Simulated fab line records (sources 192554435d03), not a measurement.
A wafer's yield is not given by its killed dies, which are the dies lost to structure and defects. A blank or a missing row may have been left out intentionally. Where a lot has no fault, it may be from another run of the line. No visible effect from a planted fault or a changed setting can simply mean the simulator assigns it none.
Comparing a struck lot with a sound one + flow n5_finfet + 36 steps out of a route of 1938
Sound: wafers L481.2, L481.3, L481.4. Struck: wafers L476.1, L476.2, L476.4. The cause is given at the end.
At each step with rows: each side's tool, then ch and its chambers, then its first start. Under that, the readings that differ: sound wafers + struck wafers + difference of the means + sigmas: that difference in standard deviations of wafers without a fault.
alike: readings with means less than 2 such deviations apart, plus words and numbers identical on both sides. not compared: withheld readings, readings lacking a value on some wafer, bounds such as >300 that could conceal the same value, and numbers that have no deviation in the record and whose values overlap.
Wherever a step has rows on one side only, a row that says differs or no value, or a row with sigmas, the two part there. Numbers that don't overlap but have no deviation are shown without sigmas and don't part them. Lack of a reading on every wafer of one side parts them only where that side has two or more wafers.

first, 9 steps without rows for these wafers: N5_BEOL_M4_ANNEAL_95 (time 240 s); N5_BEOL_M4_SPUTTER_96 (material Cu, target thk 4.5 nm, time 8.29 s); N5_BEOL_M4_ECD_50 (material Cu, target thk 300 nm); N5_BEOL_M4_ANNEAL_51 (time 90 s); N5_BEOL_M4_CMP_52 (polishes, stops on SiOC, t overpolish 6.8 s, target thk 40 nm); N5_BEOL_M4_PRE_CLEAN_60 (time 15 s); N5_BEOL_M4_CO_CAP_55 (material Co, precursor CCTBA/H2, target thk 2 nm, time 102.1 s); N5_BEOL_M4_PRE_CLEAN_56 (time 15 s); N5_BEOL_M4_DEP_57 (deposits SiCN from 3MS/NH3, target thk 8 nm, time 14 s).
N5_BEOL_M4_RC_MEAS_101:
  sound on prober-01 ch 0, day 14 14:32; struck on prober-02 ch 0, day 14 06:43
  alike: DIBL_N, DIBL_P, IOFF_N, IOFF_P, ION_N, ION_P, SS_N, SS_P, VT_N, VT_P
then, 24 steps without rows for these wafers: N5_BEOL_M5_ILD_DEP_00 (deposits SiCOH lowk from DEMS/porogen, target thk 140.64 nm, time 25.9 s); N5_BEOL_M5_CURE_79 (cures SiCOH lowk, time 240 s); N5_BEOL_M5_PECVD_70 (deposits SiO2 from TEOS/O2, target thk 16 nm, time 18 s); N5_BEOL_M5_HM_DEP_02 (deposits TiN, target thk 20 nm); N5_BEOL_M5_COAT_59 (time 60 s, resist thk 60 nm); N5_BEOL_M5_COAT_60 (time 60 s, resist thk 12 nm); N5_BEOL_M5_COAT_71 (time 60 s, resist thk 5 nm); N5_BEOL_M5_COAT_05 (resist thk 30 nm); N5_BEOL_M5_EBR_07; N5_BEOL_M5_SOFTBAKE_06 (time 60 s); N5_BEOL_M5_EXPOSE_08 (exposes mask M5, target cd 28 nm); N5_BEOL_M5_PEB_09 (peb time 60 s); N5_BEOL_M5_DEVELOP_10 (develop time 30 s); N5_BEOL_M5_DESCUM_16 (chemistry O2, time 7 s); N5_BEOL_M5_ETCH_72 (etches underlayer in N2/H2, target depth 6.5 nm, time 5.2 s); N5_BEOL_M5_ETCH_61 (etches SiARC in CF4, target depth 15.6 nm, time 26 s); N5_BEOL_M5_ETCH_62 (etches SOC in N2/H2, target depth 75 nm, overetch 15 nm, time 112.5 s); N5_BEOL_M5_STRIP_63 (strips in N2/H2); N5_BEOL_M5_STRIP_73 (strips in N2/H2); N5_BEOL_M5_STRIP_64 (strips in CF4); N5_BEOL_M5_HM_OPEN_17 (chemistry Cl2/BCl3, target TiN, target depth 20 nm, overetch 6 nm); N5_BEOL_M5_STRIP_19 (strips in O2); N5_BEOL_M5_COAT_65 (time 60 s, resist thk 60 nm); N5_BEOL_M5_COAT_66 (time 60 s, resist thk 12 nm).
-- the record jumps here: 4 days lie between the struck wafers' starts before and after (it left off in module BEOL_M5 and takes up again in module PASSIVATION, whose first step shown is number 1929 of the route) --
N5_PASSIVATION_PASS_ETCH_47: etches SiNx in CF4/O2, target depth 770 nm, time 385 s.
  sound on rie_diel-05 ch 0,1,3, day 18 23:37; struck on rie_diel-06 ch 1,2,3, day 18 14:30
| reading                  | sound             | struck            | difference | sigmas |
|--------------------------|-------------------|-------------------|------------|--------|
| rf_fwd_power_W (W)       | 533.2 531.5 533.3 | 406.5 404.6 406.3 | -126.9     | -79    |
| rf_hours_counter_h (h)   | 183 134 200       | 19 36 6           | -152       |        |
| rf_vpp_V (V)             | 246 245 245       | 293 283 285       | +42        | +9     |
| model.etch.depth_nm (nm) | 810.4 753.8 748.1 | 624.8 594.1 618.4 | -158.3     |        |
  alike: cf4_flow_sccm, drypump_motor_current_A, oes_product_au, showerhead_plenum_p_Torr, throttle_valve_pct
N5_PASSIVATION_PROBE_49:
  the record has rows for the struck wafers here (prober-02, day 18 17:34) and none for the sound ones

== WHERE THEY PART ==
Earliest at N5_PASSIVATION_PASS_ETCH_47; latest, in this record, at N5_PASSIVATION_PROBE_49.

WHY: whatever the simulator had introduced
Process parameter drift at N5_PASSIVATION_PASS_ETCH_47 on rie_diel-06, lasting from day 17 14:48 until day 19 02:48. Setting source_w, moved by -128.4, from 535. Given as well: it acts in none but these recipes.
